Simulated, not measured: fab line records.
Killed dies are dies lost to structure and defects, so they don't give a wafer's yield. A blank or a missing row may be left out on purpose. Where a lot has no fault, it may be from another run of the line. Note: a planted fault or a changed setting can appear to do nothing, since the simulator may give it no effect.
Matching of chambers | flow nand_harc | NHARC_A_CHANNEL_FILL_D1_ALD_25 on ald_hk-02: 4 sister chambers
The step deposits SiOx, target thk 60 nm, pulse time 10 s, ald cycles 600. 4 wafers are shown with their chamber, then 8 later ones without.

## WAFERS PAIRED WITH THEIR CHAMBERS
wafer  | chamber | heater_power_w (W)
L079.2 | 2       | 501
L084.3 | 1       | 495
L089.6 | 3       | 486
L087.4 | 0       | 440

## WAFERS MISSING THEIR CHAMBER
wafer  | heater_power_w (W)
L087.5 | 521
L087.6 | 493
L093.3 | 438
L093.2 | 497
L093.6 | 477
L096.4 | 490
L096.5 | 507
L096.6 | 516

## THE CHAMBER EACH PASSED THROUGH
wafer  | from the rows above          | in truth
L087.5 | can't be placed: 2 or 1 or 3 | 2
L087.6 | can't be placed: 1 or 3 or 2 | 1
L093.3 | 0                            | 0
L093.2 | can't be placed: 1 or 2 or 3 | 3
L093.6 | can't be placed: 3 or 1 or 2 | 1
L096.4 | can't be placed: 3 or 1 or 2 | 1
L096.5 | can't be placed: 2 or 1 or 3 | 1
L096.6 | can't be placed: 2 or 1 or 3 | 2
1 of 8 placed correctly. Can't be placed from these rows: 7 (the true chamber is among the candidates in 7). Wrongly placed: 0.
How it was worked out, from the rows above alone: a wafer's distance from a chamber is the root of the sum, over the readings, of the square of ((its reading less the chamber's mean) divided by the reading's scatter). If the next closest chamber is less than 2 further off than the closest, the wafer can't be placed; otherwise it belongs to the closest. The mean given for a chamber averages the wafers shown for that chamber. The scatter: root of mean squared gap, hidden wafer to nearest shown wafer, with one shown wafer a chamber.
